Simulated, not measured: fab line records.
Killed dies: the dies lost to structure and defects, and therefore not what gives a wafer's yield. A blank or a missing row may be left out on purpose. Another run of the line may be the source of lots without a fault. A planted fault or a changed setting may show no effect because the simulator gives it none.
A struck lot beside a sound one | flow nand harc | 14 out of 1302 route steps
Sound: wafers L635.1, L635.4, L635.6. Struck: wafer L644.2. (L644.4, L644.6 of the same lot were not struck and are left out.) The cause comes at the end.
Each step with rows lists, per side, the tool, then ch with its chambers, then its first start. Under that, the readings that differ: sound wafers | struck wafers | difference of the means | sigmas: that difference in standard deviations of wafers without a fault.
alike: same words and numbers on both sides, and readings whose means sit less than 2 such deviations apart. not compared: any withheld reading, any reading some wafer has no value for, any bound like >300 that may hide the same value, and any number with overlapping values for which the record gives no deviation.
Wherever a step has rows on one side only, a row that says differs or no value, or a row with sigmas, the two part there. Non-overlapping numbers with no deviation appear without sigmas and do not part them. Lack of a reading on every wafer of one side parts them only where that side has two or more wafers.

NHARC_P_CONTACT_CD_MEAS_19:
  sound on cd sem-03 at day 6 12:38; struck on cd sem-02 at day 9 17:42
  alike: cd nm
NHARC_P_CONTACT_STRIP_28: strips in O2.
  sound on rie diel-13 ch 2,3, day 6 12:43; struck on rie diel-13 ch 3, day 9 17:46
  reading                         | sound          | struck | difference | sigmas
  showerhead plenum p Torr (Torr) | 3.30 3.75 3.75 | 3.30   | -0.30      | -2
  alike: drypump motor current A, mfc ar sccm, oes product au, rf vpp V, throttle valve pct
  not compared: rf hours counter h
then, 1 step without rows for these wafers: NHARC_P_CONTACT_STRIP_29 (strips in post etch residue remover, time 1200 s).
NHARC_P_CONTACT_DEGAS_38: time 60 s.
  sound on pvd sputter-03 at day 6 13:20; struck on pvd sputter-03 at day 9 18:26
  alike: heater power w
then, 2 steps without rows for these wafers: NHARC_P_CONTACT_PRE_CLEAN_39 (time 19.5 s); NHARC_P_CONTACT_PVD_32 (deposits Ti, target thk 5 nm, time 17.7 s).
NHARC_P_CONTACT_ALD_22: deposits TiN, target thk 3 nm, pulse time 1 s, ald cycles 150.
  sound on ald metal-03 ch 1,2,3, day 6 13:37; struck on ald metal-02 ch 3, day 9 18:39
  alike: heater power w, precursor pulse height rel
  not compared: since wet clean h
NHARC_P_CONTACT_CVD_23: deposits W, target thk 200 nm, time 557 s.
  sound: cvd w-01 ch 0,1; struck: cvd w-01 ch 0
  alike: heater power w, mfc ar sccm, throttle valve pct
  not compared: since wet clean h
NHARC_P_CONTACT_CMP_24: polishes, t overpolish 30 s, target thk 200 nm.
  sound on cmp-04 ch 0,2, day 6 14:28; struck on cmp-01 ch 2, day 9 19:32
  alike: motor current A, overpolish run s, slurry filter dp kPa, time to endpoint s
next, for these wafers, 1 step has no rows: NHARC_P_CONTACT_SRD_26.
NHARC_P_CONTACT_INSPECT_27:
  sound on defect inspect-02 at day 6 14:51; struck on defect inspect-02 at day 9 19:54
  alike: raw defect count
NHARC_P_M0_DEP_00: deposits SiOC, target thk 150 nm.
  sound on pecvd-03 ch 0,2, day 6 15:05; struck on pecvd-03 ch 1, day 9 20:04
  reading            | sound             | struck | difference | sigmas
  rf fwd power W (W) | 597.4 600.1 597.7 | 504.3  | -94.1      | -55
  not compared: since wet clean h
then, 1 step without rows for these wafers: NHARC_P_M0_DEHYDRATE_01 (time 120 s).
-- the record jumps here: 18 days lie between the struck wafers' starts before and after (it left off in module P_M0 and takes up again in module END, whose first step shown is number 1302 of the route) --
NHARC_END_SORT_01:
  sound on prober-01 ch 0, day 25 01:52; struck on prober-02 ch 0, day 28 01:48
  reading             | sound | struck | difference | sigmas
  killed at periphery | 0 0 1 | 12     | +12        | +4
  alike: defect limited yield, killed at array, killed at other, killed dies, killed open, killed short, sort_bin_2_pct, sort_bin_3_pct, sort_bin_4_pct, sort n pass, sort rim yield pct, sort yield pct

== WHERE THEY PART ==
At NHARC_P_CONTACT_STRIP_28 first; at NHARC_END_SORT_01 last (within this record only).

WHY: what the simulator had put in
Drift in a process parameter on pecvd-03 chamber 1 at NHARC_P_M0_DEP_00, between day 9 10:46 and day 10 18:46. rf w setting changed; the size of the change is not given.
